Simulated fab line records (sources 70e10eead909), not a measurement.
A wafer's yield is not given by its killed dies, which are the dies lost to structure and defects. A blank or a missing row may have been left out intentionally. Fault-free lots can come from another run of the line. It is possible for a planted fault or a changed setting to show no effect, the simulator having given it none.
Struck lot and sound lot, side by side :: flow nand harc :: 14 out of 1302 route steps
Sound: wafers L768.2, L768.3, L768.5. Wafers L765.3, L765.4, L765.5 were the ones struck. The cause comes at the end.
Order at every step that has rows: each side's tool, ch and its chambers, its first start. Under that, the readings that differ: sound wafers :: struck wafers :: difference of the means :: sigmas: that difference in standard deviations of wafers without a fault.
alike: a reading whose means differ by less than 2 such deviations, as well as words and numbers matching on both sides. not compared: withheld readings; readings where some wafer has no value; bounds like >300 that might hide an equal value; numbers whose values overlap and for which the record gives no deviation.
The two part at a step that has a row with sigmas, a row that says differs or no value, or rows on one side only. Numbers that don't overlap but have no deviation are shown without sigmas and don't part them. Lack of a reading on every wafer of one side parts them only where that side has two or more wafers.

first, 1 step without rows for these wafers: NHARC_A_CHANNEL_FILL_D1_ALD_02 (deposits SiO2, target thk 6 nm, pulse time 10 s, ald cycles 60).
NHARC_A_CHANNEL_FILL_D1_ALD_03: deposits SiNx, target thk 6 nm, pulse time 60 s, ald cycles 58.
  sound on ald sin batch-03 ch 0; struck on ald sin batch-03 ch 0
  alike: precursor pulse height rel
NHARC_A_CHANNEL_FILL_D1_ALD_14: deposits SiO2, target thk 2.5 nm, pulse time 10 s, ald cycles 25.
  sound on ald hk-03 ch 0,2, day 12 15:37; struck on ald hk-03 ch 0,3, day 11 12:54
  alike: heater power w, precursor pulse height rel
NHARC_A_CHANNEL_FILL_D1_ALD_15: deposits SiNx, target thk 2 nm, pulse time 60 s, ald cycles 19.
  sound on ald sin batch-03 ch 0; struck on ald sin batch-02 ch 0
  alike: precursor pulse height rel
NHARC_A_CHANNEL_FILL_D1_ALD_16: deposits SiO2, target thk 1.5 nm, pulse time 10 s, ald cycles 15.
  sound on ald hk-03 ch 2,3, day 12 20:48; struck on ald hk-03 ch 0,3, day 11 18:07
  alike: heater power w, precursor pulse height rel
then, 4 steps without rows for these wafers: NHARC_A_CHANNEL_FILL_D1_ANNEAL_17 (time 1800 s); NHARC_A_CHANNEL_FILL_D1_CVD_18 (deposits poly-Si, target thk 3 nm); NHARC_A_CHANNEL_FILL_D1_ETCHBACK_19 (etches the open film in HBr/Cl2, target depth 5 nm, time 1.7 s); NHARC_A_CHANNEL_FILL_D1_ETCHBACK_20 (etches the open film in C4F8/O2/Ar, target depth 27 nm, time 13.5 s).
NHARC_A_CHANNEL_FILL_D1_STRIP_28: strips in O2, time 20 s.
  sound on rie diel-01 ch 1,3, day 13 08:54; struck on rie diel-01 ch 1,3, day 12 07:35
  alike: chamber pressure mTorr, drypump motor current A, o2 flow sccm, oes product au, rf vpp V, showerhead plenum p Torr, throttle valve pct
  not compared: rf hours counter h
then, 2 steps without rows for these wafers: NHARC_A_CHANNEL_FILL_D1_PRECLEAN_21 (cleans in dHF, time 30 s); NHARC_A_CHANNEL_FILL_D1_SRD_23.
NHARC_A_CHANNEL_FILL_D1_CVD_05: deposits poly-Si, target thk 5 nm.
  struck on lpcvd poly-02, day 12 10:10; sound on lpcvd poly-02 ch 0, day 13 11:28
  no value came back on the struck wafers for spike tc bottom C (C), spike tc centre C (C), spike tc lower C (C); on the sound wafers spike tc bottom C (C) reads 570.5 572.2 571.6
then, 1 step without rows for these wafers: NHARC_A_CHANNEL_FILL_D1_ANNEAL_22 (time 7200 s).

## WHERE THEY PART
Within this record, at NHARC_A_CHANNEL_FILL_D1_CVD_05 only.

WHY: what had been put in by the simulator
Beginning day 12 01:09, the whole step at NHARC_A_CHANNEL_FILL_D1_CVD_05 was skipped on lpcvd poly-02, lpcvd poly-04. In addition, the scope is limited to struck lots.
